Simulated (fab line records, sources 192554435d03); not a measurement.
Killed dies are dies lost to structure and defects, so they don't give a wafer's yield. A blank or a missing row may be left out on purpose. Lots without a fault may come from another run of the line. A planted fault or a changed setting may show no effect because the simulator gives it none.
Split-lot experiment | flow n5_finfet | 7 lots, 39 wafers read, on a route of 1938 steps

THE SPLIT
At N5_SD_EPI_N_EPI_21 (deposits Si:P, time 690 s), the setting time_s was moved away from the recipe's 690 s on 9 of the 39 wafers read, by -17.2% to -11.2%. The other wafers ran this setting at the recipe's value.

The reading is taken at the split's own step.

THE READING
Si-P_of_SD_EPI_N_EPI_21.thk_nm (the simulator's own value, which no gauge read), in nm, at N5_SD_EPI_N_EPI_21 (deposits Si:P, time 690 s). The file gives no usual value for it. The 30 wafers here that ran the recipe average 59.0 nm, standard deviation 0.57 nm.

wafer  | tool, chamber at the split | time_s as run, s | against the recipe | Si-P_of_SD_EPI_N_EPI_21.thk_nm, nm | against lot-mates on the recipe
L079.1 | epi_rpcvd-02, 0            | 690              | recipe             | 59.4                               | -
L079.6 | epi_rpcvd-02, 0            | 690              | recipe             | 59.4                               | -
L079.2 | epi_rpcvd-02, 0            | 690              | recipe             | 59                                 | -
L079.3 | epi_rpcvd-02, 0            | 690              | recipe             | 58.2                               | -
L079.5 | epi_rpcvd-02, 0            | 690              | recipe             | 58.2                               | -
L079.4 | epi_rpcvd-02, 0            | 690              | recipe             | 58.6                               | -
L081.1 | epi_rpcvd-04, 0            | 690              | recipe             | 60                                 | -
L081.2 | epi_rpcvd-04, 0            | 612.6            | -11.2%             | 56                                 | -3.9
L081.3 | epi_rpcvd-04, 0            | 690              | recipe             | 59.6                               | -
L081.4 | epi_rpcvd-04, 0            | 612.6            | -11.2%             | 55                                 | -4.9
L081.5 | epi_rpcvd-04, 0            | 612.6            | -11.2%             | 54.4                               | -5.5
L081.6 | epi_rpcvd-04, 0            | 690              | recipe             | 60.2                               | -
L087.1 | epi_rpcvd-02, 0            | 596.5            | -13.6%             | 53                                 | -5.6
L087.2 | epi_rpcvd-02, 0            | 690              | recipe             | 58.6                               | -
L087.3 | epi_rpcvd-02, 0            | 690              | recipe             | 59                                 | -
L087.4 | epi_rpcvd-02, 0            | 690              | recipe             | 58.2                               | -
L087.5 | epi_rpcvd-02, 0            | 596.5            | -13.6%             | 53.6                               | -5.0
L087.6 | epi_rpcvd-02, 0            | 596.5            | -13.6%             | 53.2                               | -5.4
L088.1 | epi_rpcvd-03, 0            | 690              | recipe             | 59                                 | -
L088.2 | epi_rpcvd-03, 0            | 690              | recipe             | 59                                 | -
L088.4 | epi_rpcvd-03, 0            | 690              | recipe             | 59                                 | -
L088.3 | epi_rpcvd-03, 0            | 690              | recipe             | 58.4                               | -
L088.5 | epi_rpcvd-03, 0            | 690              | recipe             | 59.4                               | -
L088.6 | epi_rpcvd-03, 0            | 690              | recipe             | 58.6                               | -
L090.2 | epi_rpcvd-02, 0            | 690              | recipe             | 58                                 | -
L090.3 | epi_rpcvd-02, 0            | 690              | recipe             | 58.2                               | -
L090.6 | epi_rpcvd-02, 0            | 690              | recipe             | 58.2                               | -
L093.1 | epi_rpcvd-03, 0            | 690              | recipe             | 59.6                               | -
L093.4 | epi_rpcvd-03, 0            | 690              | recipe             | 59.6                               | -
L093.2 | epi_rpcvd-03, 0            | 690              | recipe             | 59                                 | -
L093.6 | epi_rpcvd-03, 0            | 690              | recipe             | 59                                 | -
L093.3 | epi_rpcvd-03, 0            | 690              | recipe             | 59.2                               | -
L093.5 | epi_rpcvd-03, 0            | 690              | recipe             | 59.2                               | -
L095.1 | epi_rpcvd-02, 0            | 571.6            | -17.2%             | 52.6                               | -6.3
L095.2 | epi_rpcvd-02, 0            | 690              | recipe             | 58.8                               | -
L095.3 | epi_rpcvd-02, 0            | 571.6            | -17.2%             | 51                                 | -7.9
L095.4 | epi_rpcvd-02, 0            | 571.6            | -17.2%             | 53                                 | -5.9
L095.5 | epi_rpcvd-02, 0            | 690              | recipe             | 59.6                               | -
L095.6 | epi_rpcvd-02, 0            | 690              | recipe             | 58.4                               | -

THE FIT
A straight line over all 39 wafers: Si-P_of_SD_EPI_N_EPI_21.thk_nm changes by +0.391 nm for each +1% of time_s; r = +0.97; the points scatter about the line by 0.64 nm.
The same after taking each lot's own level away (the mean of its wafers on the recipe; 39 wafers): +0.4 nm for each +1%; r = +0.98; scatter 0.46 nm.
On that fit, the largest move of time_s shifts the reading by 6.9 nm.
The lots' own levels span 58.13 to 59.93 nm, that is 3.1 times the standard deviation above.
So the lot-to-lot level changes the slope little: the two slopes agree.
Check: with one of the wafers moved furthest among these (-17.2%) left out of the fit, the line predicts -6.97 nm for it against its lot-mates. It came out at -6.33 nm against them.

OTHER SPLITS ON THESE WAFERS
These wafers also went through other splits before the reading. Each is held against what the fit with the lots' levels taken away leaves over:
other split on the same wafers        | wafers away from the commonest value | r with Si-P_of_SD_EPI_N_EPI_21.thk_nm (lot level and that fit taken away)
N5_FIN_CUT_CUT_ETCH_26 target_depth_a | 6                                    | +0.15
N5_DUMMY_GATE_ETCH_32 time_s          | 9                                    | +0.30
N5_DUMMY_GATE_ETCH_42 bias_w          | 18                                   | +0.00

THE WHOLE CHAIN: every reading that the file lists as answering this split, in the file's order
step                    | what it does              | reading                                                                         | change (the file's fit)              | r (the file's)
N5_SD_EPI_N_EPI_21      | deposits Si:P, time 690 s | Si-P_of_SD_EPI_N_EPI_21.thk_nm (the simulator's own value, which no gauge read) | +0.4 nm for each +1% of the setting  | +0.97
N5_SD_EPI_N_EPI_MEAS_23 |                           | thk_nm                                                                          | withheld for each +1% of the setting | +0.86

THE FILE'S OWN FIT
Si-P_of_SD_EPI_N_EPI_21.thk_nm changes by +0.4 nm for each +1% of time_s, r = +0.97.
